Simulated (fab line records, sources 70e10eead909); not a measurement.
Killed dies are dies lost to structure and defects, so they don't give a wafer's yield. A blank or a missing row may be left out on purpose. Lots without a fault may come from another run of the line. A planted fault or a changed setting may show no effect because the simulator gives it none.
Which tool did it? | flow nand_harc | 6 lots, 18 wafers sampled, at 4 steps of a route of 1302

WHAT THE GAUGES READ, wafer by wafer
NHARC_P_BONDPAD_CD_MEAS_09: target cd 500 nm.
lot  | measured     | on        | cd_nm (nm)
L562 | day 7 07:37  | cd_sem-01 | 501 498 498
L571 | day 11 05:23 | cd_sem-02 | 502 496 497
L575 | day 12 12:52 | cd_sem-02 | 495 500 500
L573 | day 12 16:12 | cd_sem-01 | 500 500 501
L579 | day 14 13:41 | cd_sem-02 | 503 502 503
L583 | day 16 02:08 | cd_sem-02 | 496 496 501

WHICH TOOL RAN EACH LOT (tool, then ch and the chambers of the sampled wafers, then the start)
lot  | NHARC_P_M2_ETCH_28                            | NHARC_P_M2_PRE_CLEAN_32         | NHARC_P_M2_DEP_33
L562 | rie_diel-02 ch 0,1,3, day 7 05:59 or earlier  | pecvd-04 ch 1,2, day 7 05:59    | pecvd-04 ch 1,2, day 7 06:04
L571 | rie_diel-02 ch 1,2,3, day 11 03:49 or earlier | pecvd-03 ch 0,1,2, day 11 03:49 | pecvd-03 ch 0,1,2, day 11 03:59
L575 | rie_diel-05 ch 0,3, day 12 11:10 or earlier   | pecvd-02 ch 0,1,2, day 12 11:10 | pecvd-02 ch 0,1,2, day 12 11:15
L573 | rie_diel-05 ch 1,2, day 12 14:29 or earlier   | pecvd-02 ch 0,1, day 12 14:29   | pecvd-02 ch 0,1, day 12 14:34
L579 | rie_diel-05 ch 0,1,2, day 14 11:58 or earlier | pecvd-03 ch 0,1,2, day 14 11:58 | pecvd-03 ch 0,1,2, day 14 12:05
L583 | rie_diel-10 ch 1,2,3, day 16 00:33 or earlier | pecvd-03 ch 0,2, day 16 00:33   | pecvd-03 ch 0,2, day 16 00:38
- NHARC_P_M2_ETCH_28: etches the open film in CF4/N2, target depth 30 nm, time 72.99 s.
- NHARC_P_M2_PRE_CLEAN_32: time 12 s.
- NHARC_P_M2_DEP_33: deposits SiCN, target thk 30 nm.

THE ANSWER, worked out from the rows above alone
Rule: what is usual is taken from the lots themselves. Put in order of their means at a reading, lots are off if they are a third of the lots or fewer, leave a main group of 4 or more, and stand apart from it by a gap of 3 or more times the standard deviation of the main group's means; of several such gaps the widest counts. A main group whose means are all the same, to the digits that the tables above print for the reading, isn't used. A lot without any number at a reading at which 4 lots or more have one is off too. The other lots that the step has rows for count as sound.
No lot is off at any reading shown: from this, nothing can be told.

WHAT THE SIMULATOR HAD PUT IN
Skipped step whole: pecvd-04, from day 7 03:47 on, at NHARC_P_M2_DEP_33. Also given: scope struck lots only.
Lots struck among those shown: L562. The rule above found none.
